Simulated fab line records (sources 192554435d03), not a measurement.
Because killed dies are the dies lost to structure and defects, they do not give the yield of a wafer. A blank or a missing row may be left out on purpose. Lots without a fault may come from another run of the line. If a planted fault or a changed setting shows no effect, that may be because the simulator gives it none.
The tool behind it: which one? + flow n5 finfet + 36 wafers from 12 lots sampled at 3 of the route's 1938 steps

WHAT EACH GAUGE READ, for each wafer
N5_FIN_CUT_INSPECT_10: inspects for defects (brightfield).
| lot  | measured    | on                | raw defect count |
|------|-------------|-------------------|------------------|
| L075 | day 2 10:54 | defect inspect-01 | 87 118 62        |
| L077 | day 2 22:28 | defect inspect-01 | 69 55 42         |
| L079 | day 3 10:24 | defect inspect-02 | 51 45 46         |
| L081 | day 3 21:56 | defect inspect-02 | 36 48 63         |
| L083 | day 4 09:32 | defect inspect-01 | 40 31 33         |
| L085 | day 4 22:17 | defect inspect-02 | 47 40 40         |
| L087 | day 5 11:14 | defect inspect-02 | 54 40 38         |
| L089 | day 5 22:31 | defect inspect-01 | 43 40 21         |
| L091 | day 6 08:46 | defect inspect-01 | 55 39 37         |
| L093 | day 6 21:13 | defect inspect-02 | 74 49 61         |
| L095 | day 7 09:50 | defect inspect-01 | 29 31 22         |
| L097 | day 7 20:20 | defect inspect-01 | 47 69 62         |

WHICH TOOL RAN EACH LOT (tool, then ch and the chambers of the sampled wafers, then the start)
| lot  | N5_FIN_SAQP_RECESS_71             | N5_FIN_SAQP_ETCH_64             |
|------|-----------------------------------|---------------------------------|
| L075 | vapor etch-01 ch 0,1, day 2 08:44 | rie si-05 ch 0,1, day 2 10:07   |
| L077 | vapor etch-02 ch 0,1, day 2 20:36 | rie si-04 ch 0,2, day 2 21:47   |
| L079 | vapor etch-01 ch 0,1, day 3 08:35 | rie si-05 ch 0,1,2, day 3 09:43 |
| L081 | vapor etch-02 ch 0,1, day 3 19:14 | rie si-04 ch 0,1,2, day 3 21:09 |
| L083 | vapor etch-01 ch 0,1, day 4 07:46 | rie si-05 ch 2,3, day 4 08:45   |
| L085 | vapor etch-01 ch 0,1, day 4 20:38 | rie si-04 ch 0,2,3, day 4 21:37 |
| L087 | vapor etch-01 ch 0,1, day 5 09:28 | rie si-05 ch 0,2,3, day 5 10:34 |
| L089 | vapor etch-02 ch 0,1, day 5 20:53 | rie si-04 ch 0,1,3, day 5 21:52 |
| L091 | vapor etch-01 ch 0,1, day 6 07:06 | rie si-05 ch 0,1,3, day 6 08:06 |
| L093 | vapor etch-01 ch 0,1, day 6 19:13 | rie si-03 ch 1,3, day 6 20:25   |
| L095 | vapor etch-01 ch 0, day 7 07:45   | rie si-03 ch 0,1,3, day 7 09:02 |
| L097 | vapor etch-01 ch 0,1, day 7 18:20 | rie si-05 ch 1,2,3, day 7 19:33 |
- N5_FIN_SAQP_RECESS_71: chemistry HF/NH3, target SiO2, target depth 3 nm, afs cycles 1, sublimation time 60 s.
- N5_FIN_SAQP_ETCH_64: etches SiO2 in CF4, target depth 1.5 nm.

THE ANSWER, worked out from the rows above alone
Rule: what is usual is taken from the lots themselves. Put in order of their means at a reading, lots are off if they are a third of the lots or fewer, leave a main group of 4 or more, and stand apart from it by a gap of 3 or more times the standard deviation of the main group's means; of several such gaps the widest counts. Not used: any main group whose means are identical at the precision the tables above print for the reading. A lot without any number at a reading at which 4 lots or more have one is off too. All remaining lots with rows at the step are treated as sound.
None of the lots is off at any reading shown; this tells nothing.

WHAT THE SIMULATOR PUT IN
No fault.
